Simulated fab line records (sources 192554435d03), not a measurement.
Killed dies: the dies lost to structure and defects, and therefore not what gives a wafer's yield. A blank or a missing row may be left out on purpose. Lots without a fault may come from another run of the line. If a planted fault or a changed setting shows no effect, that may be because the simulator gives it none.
Matching of chambers :: flow n5 finfet :: 3 sister chambers for N5_BEOL_M10_CURE_72 on uv cure-03
The step cures SiCOH lowk, time 120 s. 6 wafers are shown with their chamber, then 8 later ones without.

== WAFERS, EACH WITH ITS CHAMBER ==
wafer: L080.6
chamber: 2
wafer_temp_C_max: 370.9
lamp power pct (%): 52.37

wafer: L083.3
chamber: 1
wafer_temp_C_max: 372.4
lamp power pct (%): 52.41

wafer: L083.6
chamber: 1
wafer_temp_C_max: 372.6
lamp power pct (%): 52.21

wafer: L084.3
chamber: 0
wafer_temp_C_max: 371.5
lamp power pct (%): 52.31

wafer: L084.4
chamber: 0
wafer_temp_C_max: 371.1
lamp power pct (%): 52.30

wafer: L086.4
chamber: 2
wafer_temp_C_max: 371.3
lamp power pct (%): 52.22

== WAFERS MISSING THEIR CHAMBER ==
wafer: L086.5
wafer_temp_C_max: 371.4
lamp power pct (%): 52.23

wafer: L086.6
wafer_temp_C_max: 371.2
lamp power pct (%): 52.35

wafer: L094.1
wafer_temp_C_max: 371.8
lamp power pct (%): 52.30

wafer: L094.2
wafer_temp_C_max: 371.8
lamp power pct (%): 52.37

wafer: L094.3
wafer_temp_C_max: 371.2
lamp power pct (%): 52.43

wafer: L097.1
wafer_temp_C_max: 371.5
lamp power pct (%): 52.36

wafer: L097.3
wafer_temp_C_max: 371.4
lamp power pct (%): 52.34

wafer: L097.6
wafer_temp_C_max: 371.7
lamp power pct (%): 52.24

== WHICH CHAMBER EACH ONE RAN IN ==
wafer: L086.5
from the rows above: can't be placed: 0 or 2
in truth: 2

wafer: L086.6
from the rows above: can't be placed: 0 or 2
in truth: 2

wafer: L094.1
from the rows above: can't be placed: 0 or 2 or 1
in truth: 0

wafer: L094.2
from the rows above: can't be placed: 0 or 1 or 2
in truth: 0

wafer: L094.3
from the rows above: can't be placed: 0 or 2
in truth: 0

wafer: L097.1
from the rows above: can't be placed: 0 or 2
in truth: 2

wafer: L097.3
from the rows above: can't be placed: 0 or 2
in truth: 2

wafer: L097.6
from the rows above: can't be placed: 0 or 2 or 1
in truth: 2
Correct placement for 0 of the 8. Can't be placed from these rows: 8 (the true chamber is among the candidates in 8). Placed wrongly: 0.
How it was worked out, from the rows above alone: a wafer's distance from a chamber is the root of the sum, over the readings, of the square of ((its reading less the chamber's mean) divided by the reading's scatter). If the next closest chamber is less than 2 further off than the closest, the wafer can't be placed; otherwise it belongs to the closest. A chamber's mean is the mean of its shown wafers. The scatter: the root of (the sum of the squares of (reading less its chamber's mean) over the shown wafers, divided by (wafers less chambers)).
